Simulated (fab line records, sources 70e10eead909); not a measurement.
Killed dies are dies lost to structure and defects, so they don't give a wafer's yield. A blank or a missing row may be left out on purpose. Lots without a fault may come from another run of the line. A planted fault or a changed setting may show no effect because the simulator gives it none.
fab line records | flow nand_harc
record lots=7 wafers=19 last_day=32
route steps=1302 shown A_WL_FILL@956 END@1302
lots that met no fault: from a run of the same line without faults
start_h: hours from the record's first day to the start of the lot's first wafer shown | wait_h: hours since the lot's step before | " the same as in the row above | L1.1+2: a row that stands for several wafers | - no value, or no start given | * or withheld: withheld | < > ~ a bound
route shown NAME@n: a module of which the file shows steps, and the number in the route of the first | usual: mean/standard deviation of fault-free wafers | same: alike in all rows | chamber/n: place in a boat | sites: the reading at each site | _std_site: their standard deviation | _edge_site: outer sites' mean less inner sites' | radius_mm: how far each site lies from the wafer's centre | mask NAME#n: copy n | behind: the tool/chamber that last shaped the wafer | hold: why the lot was held/for how many hours/how that ended | device: the transistor (n, p or np) that didn't switch | end of line: the same wafers' tests at the end of the route | a step without rows: its recipe alone | killed: dies lost to structure and defects at the first sort, not the wafer's yield | map: a wafer's dies, x killed, . not, _ none there
set.NAME: the setting as run; set.NAME@STEP: as run at that earlier step | model.NAME: the simulator's own value behind a step, which no gauge read
lots at some steps of the route; a table a step, a row a wafer
services: from which hour (start_h, from the record's first day; less than 0 if before it) a tool's chamber was out of use, for how many hours, and why
## steps
# step NHARC_A_WL_FILL_CVD_03
# recipe target_thk_a=400 temp_c=300 pressure_torr=40 wf6_flow_sccm=40 h2_flow_sccm=1600 ar_flow_sccm=1560 time_s=279 material=W
# usual heater_power_w=478/56 throttle_valve_pct=8.04/0.18
# columns lot.wafer tool chamber start_h wait_h heater_power_w throttle_valve_pct
L260.1 cvd_w-01 0 513.05 0.1 464 8.17
L260.4 " 0 " " 452 8.02
L260.3 " 1 " " 423 8.32
L262.1 cvd_w-02 0 536.84 0.1 507 8.08
L262.2 " 1 " " 562 7.80
L262.5 " 1 " " 574 7.95
L269.1 cvd_w-01 0 616.58 0.4 480 7.73
L269.2 " 1 " " 402 8.00
L272.2 cvd_w-01 0 638.50 0.1 471 8.04
L272.5 " 0 " " 462 8.03
L275.3 cvd_w-01 0 655.47 0.2 472 7.93
L275.6 " 1 " " 411 8.23
L275.5 " 0 " " 476 7.88
L273.4 cvd_w-02 0 655.50 0.2 499 7.75
L273.5 " 0 " " 491 7.92
L273.6 " 1 " " 557 7.88
L276.1 cvd_w-01 0 666.33 0.1 488 7.74
L276.4 " 1 " " 420 8.17
L276.5 " 0 " " 479 7.77
# step NHARC_A_WL_FILL_ETCHBACK_04
# recipe target_depth_a=600 time_s=120 chemistry=NF3
# step NHARC_A_WL_FILL_ETCHBACK_05
# recipe target_depth_a=220 time_s=60 temp_c=40 chemistry=Cl2/BCl3
# usual drypump_motor_current_A=5.5/0.66 oes_product_au=1.004/0.0096
# columns lot.wafer tool chamber start_h wait_h drypump_motor_current_A oes_product_au rf_hours_counter_h
L260.1 rie_metal-03 0 513.66 0.2 5.1 1.008 3.4
L260.3 " 0 " " 5.1 1.009 -
L260.4 " 1 " " 4.7 0.998 -
L262.2 rie_metal-01 1 537.45 0.2 5.9 0.992 2.3
L262.1 " 0 " " 6.4 1.004 2.3
L262.5 " 1 " " 5.9 0.999 -
L269.2 rie_metal-02 1 617.20 0.2 6.0 1.005 2.5
L269.1 " 0 " " 5.5 0.996 2.4
L272.2 rie_metal-03 1 639.12 0.2 4.7 0.992 2.0
L272.5 " 0 " " 5.1 0.997 -
L275.3 rie_metal-01 0 655.96 0.1 6.4 1.029 -
L275.5 " 0 " " 6.4 1.015 -
L275.6 " 1 " " 5.8 1.002 -
L273.4 rie_metal-03 1 656.04 0.2 4.7 1.003 -
L273.6 " 1 " " 4.7 0.998 -
L273.5 " 0 " " 5.1 1.007 -
L276.1 rie_metal-01 1 666.96 0.2 5.9 1.003 1.8
L276.4 " 1 " " 5.8 1.004 -
L276.5 " 0 " " 6.4 1.017 -
# step NHARC_A_WL_FILL_STRIP_27
# recipe power_w=1500 temp_c=250 time_s=20 chemistry=N2/H2
# usual drypump_motor_current_A=5.24/0.3 heater_power_w=335/42
# columns lot.wafer tool chamber start_h wait_h drypump_motor_current_A heater_power_w rf_hours_counter_h
L260.1 plasma_asher-02 0 513.95 0.3 5.24 346 16
L260.4 " 0 " " 5.25 354 -
L260.3 " 1 " " 4.77 369 -
L262.2 plasma_asher-02 0 537.59 0.1 5.24 347 21
L262.1 " 1 " " 4.77 375 21
L262.5 " 1 " " 4.77 372 -
L269.1 plasma_asher-02 1 617.34 0.1 4.79 375 1
L269.2 " 0 " " 5.21 331 1
L272.2 plasma_asher-02 1 639.25 0.1 4.78 375 7
L272.5 " 0 " " 5.21 322 -
L275.3 plasma_asher-01 1 656.12 0.1 5.44 263 -
L275.5 " 1 " " 5.44 267 -
L275.6 " 0 " " 5.58 354 -
L273.4 plasma_asher-02 0 656.22 0.2 5.22 330 -
L273.6 " 1 " " 4.77 373 -
L273.5 " 0 " " 5.22 322 -
L276.1 plasma_asher-01 1 667.09 0.1 5.46 268 30
L276.4 " 1 " " 5.45 260 -
L276.5 " 0 " " 5.54 352 -
# step NHARC_A_WL_FILL_STRIP_28
# recipe time_s=1200 temp_c=72.5 chemistry=post_etch_residue_remover
# step NHARC_A_WL_FILL_PRECLEAN_06
# recipe time_s=300 chemistry=DIW
# step NHARC_A_WL_FILL_SRD_07
# step NHARC_A_WL_FILL_ANNEAL_08
# recipe temp_c=450 time_s=1800
# step NHARC_A_WL_FILL_ALD_10
# recipe target_thk_a=500 pulse_time_s=10 ald_cycles=500 temp_c=300 material=SiO2
# usual heater_power_w=485/39 precursor_pulse_height_rel=1.001/0.021
# columns lot.wafer tool chamber start_h wait_h heater_power_w precursor_pulse_height_rel
L260.3 ald_hk-02 2 520.71 0.0 468 1.008
L260.4 " 3 " " 419 0.975
L260.1 " 0 " " 463 0.985
L262.1 ald_hk-03 0 542.68 0.1 486 1.007
L262.2 " 2 543.72 1.1 520 0.975
L262.5 " 0 544.76 2.1 489 1.022
L269.2 ald_hk-04 3 624.23 1.8 472 1.006
L269.1 " 0 " " 475 1.015
L272.2 ald_hk-04 1 645.65 1.1 501 1.041
L272.5 " 0 647.20 2.6 473 0.969
L275.3 ald_hk-04 1 664.13 3.8 517 0.974
L275.5 " 3 665.18 4.8 461 0.994
L275.6 " 0 " " 469 1.018
L273.4 ald_hk-03 3 665.21 4.9 485 1.007
L273.5 " 1 666.24 5.9 589 0.990
L273.6 " 2 " " 465 0.999
L276.4 ald_hk-04 1 675.52 0.1 512 1.000
L276.1 " 2 " " 500 1.030
L276.5 " 1 677.55 2.1 519 0.987
# step NHARC_A_WL_FILL_ETCHBACK_16
# recipe target_depth_a=1200 time_s=24 c4f8_flow_sccm=withheld o2_flow_sccm=8 ar_flow_sccm=withheld rf_w=600 bias_w=800 chemistry=C4F8/O2/Ar
# step NHARC_A_WL_FILL_STRIP_29
# recipe time_s=20 o2_flow_sccm=500 ar_flow_sccm=0 bias_w=0 chemistry=O2
# usual drypump_motor_current_A=5.7/0.45 oes_product_au=1.005/0.013 rf_vpp_V=57.7/0.8 showerhead_plenum_p_Torr=3.45/0.11 throttle_valve_pct=17.037/0.0093
# same bias_w=0
# columns lot.wafer tool chamber start_h wait_h drypump_motor_current_A oes_product_au rf_hours_counter_h rf_vpp_V showerhead_plenum_p_Torr throttle_valve_pct
L260.3 rie_diel-02 0 525.47 0.1 5.5 1.004 2.9 57.9 3.65 17.050
L260.1 " 1 " " 6.1 0.978 3.3 56.7 3.32 17.036
L260.4 " 3 " " 5.6 0.995 3.1 57.0 3.57 17.048
L262.1 rie_diel-02 2 547.44 0.1 5.4 0.993 2.9 57.2 3.42 17.040
L262.2 " 1 " " 6.1 0.977 3.8 58.5 3.32 17.042
L262.5 " 2 " " 5.4 1.016 - 55.3 3.42 17.032
L269.2 rie_diel-03 0 628.49 0.1 6.2 0.980 4.5 58.1 3.40 17.045
L269.1 " 1 " " 5.3 1.006 4.7 56.7 3.30 17.034
L272.2 rie_diel-02 0 649.39 0.1 5.5 0.988 2.5 58.2 3.65 17.044
L272.5 " 3 " " 5.6 0.997 - 56.5 3.57 17.032
L275.3 rie_diel-02 3 667.89 0.1 5.6 1.004 3.2 57.7 3.57 17.033
L275.5 " 0 " " 5.5 0.989 - 58.0 3.65 17.034
L275.6 " 1 " " 6.1 0.998 - 57.6 3.32 17.040
L273.4 rie_diel-03 0 668.91 0.1 6.2 0.982 0.9 57.7 3.40 17.035
L273.6 " 0 " " 6.2 0.983 - 58.1 3.40 17.059
L273.5 " 1 " " 5.3 0.997 - 55.8 3.30 17.034
L276.4 rie_diel-13 1 680.21 0.1 5.8 1.015 7.8 57.2 3.57 17.038
L276.1 " 2 " " 5.8 1.011 8.2 56.5 3.36 17.032
L276.5 " 2 " " 5.8 1.014 - 58.2 3.36 17.024
# step NHARC_A_WL_FILL_ETCHBACK_17
# recipe target_depth_a=40 time_s=26.7 chemistry=Cl2/BCl3
# usual drypump_motor_current_A=5.6/0.56 oes_product_au=1.004/0.01
# columns lot.wafer tool chamber start_h wait_h drypump_motor_current_A oes_product_au rf_hours_counter_h
L260.1 rie_metal-02 0 525.60 - 5.5 1.011 1.0
L260.4 " 1 " " 6.0 1.031 -
L260.3 " 0 " " 5.5 1.010 -
L262.2 rie_metal-03 0 547.52 - 5.1 1.009 0.4
L262.1 " 1 " " 4.7 1.008 0.4
L262.5 " 0 " " 5.2 1.001 -
L269.2 rie_metal-02 0 628.57 - 5.5 0.836 2.6
L269.1 " 1 " " 6.0 1.007 2.7
L272.2 rie_metal-02 0 649.48 - 5.5 0.837 0
L272.5 " 0 " " 5.5 1.000 -
L275.3 rie_metal-03 0 668.03 - 5.1 1.002 -
L275.5 " 1 " " 4.7 0.999 -
L275.6 " 0 " " 5.1 1.005 -
L273.4 rie_metal-02 0 669.05 - 5.5 0.976 -
L273.5 " 1 " " 6.0 1.010 -
L273.6 " 0 " " 5.5 0.848 -
L276.1 rie_metal-03 1 680.30 - 4.7 1.006 2.6
L276.4 " 1 " " 4.7 1.005 -
L276.5 " 0 " " 5.1 1.006 -
# step NHARC_A_WL_FILL_PRECLEAN_18
# recipe time_s=30 chemistry=dHF
# step NHARC_END_SORT_01
# recipe temp_c=25
# usual killed_at_array=55/20 killed_at_other=1.1/1.2 killed_at_periphery=3.8/2.8 killed_dies=60/19 killed_open=3.4/1.9 killed_short=2.2/1.5
# same gross_dies=677
# columns lot.wafer tool chamber start_h wait_h killed_at_array killed_at_other killed_at_periphery killed_dies killed_open killed_short
L260.1 prober-02 0 608.95 2.5 120 2 3 125 8 0
L260.3 prober-02 0 610.56 3.1 77 4 1 82 2 2
L260.4 prober-02 0 611.36 3.4 92 1 3 96 5 6
L262.1 prober-02 0 633.31 2.5 36 4 0 40 3 7
L262.2 prober-02 0 634.11 2.8 29 1 0 30 2 1
L262.5 prober-02 0 636.51 3.7 22 4 3 29 3 2
L269.1 prober-02 0 716.73 2.5 38 3 3 44 3 1
L269.2 prober-02 0 717.54 2.8 47 1 2 50 3 1
L273.4 prober-01 0 762.13 3.4 46 2 2 50 5 1
L273.5 prober-01 0 762.94 3.7 55 0 2 57 3 4
L273.6 prober-01 0 763.74 4.0 56 1 0 57 2 3
# killed by level:class
L260.1 A_CHANNEL_HOLE_D1:chamber_film_flake=38 A_SLIT:chamber_film_flake=37 A_CHANNEL_HOLE_D2:chamber_film_flake=29 A_STAIRCASE:chamber_film_flake=4 A_CONTACT:chamber_film_flake=3 A_SGD_CUT:geometric_particle:open=2 THIN_TSV:chamber_film_flake=2 P_GATE:geometric_particle:open=1
L260.3 A_SLIT:chamber_film_flake=29 A_CHANNEL_HOLE_D1:chamber_film_flake=23 A_CHANNEL_HOLE_D2:chamber_film_flake=19 THIN_TSV:chamber_film_flake=3 A_WL_FILL:geometric_particle:open=2 A_ONON_D1:geometric_particle:short=1 P_M1:chamber_film_flake=1 STARTING-WAFER:geometric_particle:short=1
L260.4 A_CHANNEL_HOLE_D2:chamber_film_flake=35 A_CHANNEL_HOLE_D1:chamber_film_flake=21 A_SLIT:chamber_film_flake=21 A_STAIRCASE:chamber_film_flake=4 A_CHANNEL_HOLE_D2:geometric_particle:short=2 A_WL_FILL:geometric_particle:short=2 A_M0:geometric_particle:open=2 A_CONTACT:chamber_film_flake=2
L262.1 A_CHANNEL_HOLE_D2:chamber_film_flake=16 A_CHANNEL_HOLE_D1:chamber_film_flake=5 A_ONON_D2:geometric_particle:short=2 A_WL_FILL:geometric_particle:short=2 A_STAIRCASE:chamber_film_flake=2 A_CONTACT:chamber_film_flake=2 THIN_TSV:chamber_film_flake=2 A_CHANNEL_FILL_D1:geometric_particle:open=1
L262.2 A_CHANNEL_HOLE_D2:chamber_film_flake=12 A_SLIT:chamber_film_flake=3 A_CONTACT:chamber_film_flake=3 A_ZERO_WELL:chamber_film_flake=2 A_CHANNEL_HOLE_D1:chamber_film_flake=2 A_STAIRCASE:chamber_film_flake=2 A_SOURCE_PLATE:geometric_particle:open=1 A_CHANNEL_FILL_D1:geometric_particle:open=1
L262.5 A_CHANNEL_HOLE_D2:chamber_film_flake=11 A_CHANNEL_HOLE_D1:chamber_film_flake=4 THIN_TSV:chamber_film_flake=4 P_M0:geometric_particle:open=1 P_M2:geometric_particle:short=1 A_WL_FILL:geometric_particle:open=1 A_WL_FILL:geometric_particle:short=1 A_BLC:geometric_particle:open=1
L269.1 A_CHANNEL_HOLE_D1:chamber_film_flake=29 THIN_TSV:chamber_film_flake=3 P_M2:chamber_film_flake=2 A_SLIT:chamber_film_flake=2 A_DECK1_JOINT:geometric_particle:open=1 A_CHANNEL_FILL_D2:geometric_particle:short=1 A_WL_FILL:geometric_particle:open=1 A_M0:geometric_particle:open=1
L269.2 A_CHANNEL_HOLE_D1:chamber_film_flake=30 A_SLIT:chamber_film_flake=8 A_SGD_CUT:geometric_particle:open=2 A_DECK1_JOINT:chamber_film_flake=2 A_CHANNEL_FILL_D1:geometric_particle:short=1 A_WL_FILL:geometric_particle:open=1 P_GATE:chamber_film_flake=1 P_M0:chamber_film_flake=1
L273.4 A_CHANNEL_HOLE_D2:chamber_film_flake=22 A_CHANNEL_HOLE_D1:chamber_film_flake=10 A_SLIT:chamber_film_flake=4 A_CONTACT:chamber_film_flake=3 A_WL_FILL:chamber_film_flake=2 P_CONTACT:geometric_particle:open=1 A_CHANNEL_HOLE_D1:geometric_particle:short=1 A_ONON_D2:geometric_particle:open=1
L273.5 A_CHANNEL_HOLE_D2:chamber_film_flake=21 A_CHANNEL_HOLE_D1:chamber_film_flake=11 A_SLIT:chamber_film_flake=7 A_STAIRCASE:chamber_film_flake=3 A_WL_FILL:chamber_film_flake=2 A_CONTACT:chamber_film_flake=2 A_M1:chamber_film_flake=2 A_CHANNEL_HOLE_D1:geometric_particle:open=1
L273.6 A_CHANNEL_HOLE_D2:chamber_film_flake=24 A_CHANNEL_HOLE_D1:chamber_film_flake=12 A_SLIT:chamber_film_flake=3 A_DECK1_JOINT:chamber_film_flake=3 A_STAIRCASE:chamber_film_flake=3 A_ZERO_WELL:chamber_film_flake=2 A_CHANNEL_FILL_D1:geometric_particle:short=1 A_CHANNEL_HOLE_D2:geometric_particle:short=1
## services
# columns tool chamber start_h hours kind
cvd_w-02 1 506.25 3.7 repair
rie_diel-13 2 513.03 6.6 repair
rie_metal-03 - 519.00 9.0 pm
plasma_asher-01 - 520.56 9.0 pm
plasma_asher-02 - 524.66 5.6 repair
cvd_w-02 - 531.83 2.5 repair
rie_diel-02 2 536.49 5.5 repair
plasma_asher-02 - 541.46 3.6 repair
rie_metal-01 1 544.51 22.6 repair
cvd_w-01 - 547.08 13.0 pm
rie_diel-02 3 553.18 4.2 repair
ald_hk-03 - 568.44 10.0 pm
rie_diel-02 - 570.70 9.0 pm
rie_metal-01 - 575.00 9.0 pm
rie_metal-02 0 588.47 11.7 repair
rie_metal-01 1 593.67 2.4 repair
rie_diel-03 2 601.13 2.0 repair
plasma_asher-02 - 603.43 9.0 pm
ald_hk-04 - 613.29 10.0 pm
cvd_w-02 - 631.00 13.0 pm
rie_metal-02 - 631.00 9.0 pm
rie_diel-03 - 635.30 9.0 pm
plasma_asher-01 - 672.67 0.4 repair
rie_metal-01 1 679.62 18.0 repair
## key
first_sign step=NHARC_A_WL_FILL_ETCHBACK_17 reading=oes_product_au direction=down sigmas=16 usual=1.004 struck=0.840
effect none on later readings
met_at NHARC_A_WL_FILL_ETCHBACK_17
struck_wafers L269.2,L272.2,L273.6
tester_left_out L269,L272,L273
onset_between 525.60 628.57
fault kind=process_parameter_drift tool=rie_metal-02 chamber=- onset_h=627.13 steps=NHARC_A_WL_FILL_ETCHBACK_17 channel=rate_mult offset=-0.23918 shape=step end_h=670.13 scope=struck_wafers_only
# tester_left_out: of these lots the tester's yield and bins aren't shown, on N5 and GAA mostly nor the transistor test; their killed dies are dies lost to structure and defects alone, not to doping, threshold or leakage, so they don't give the yield
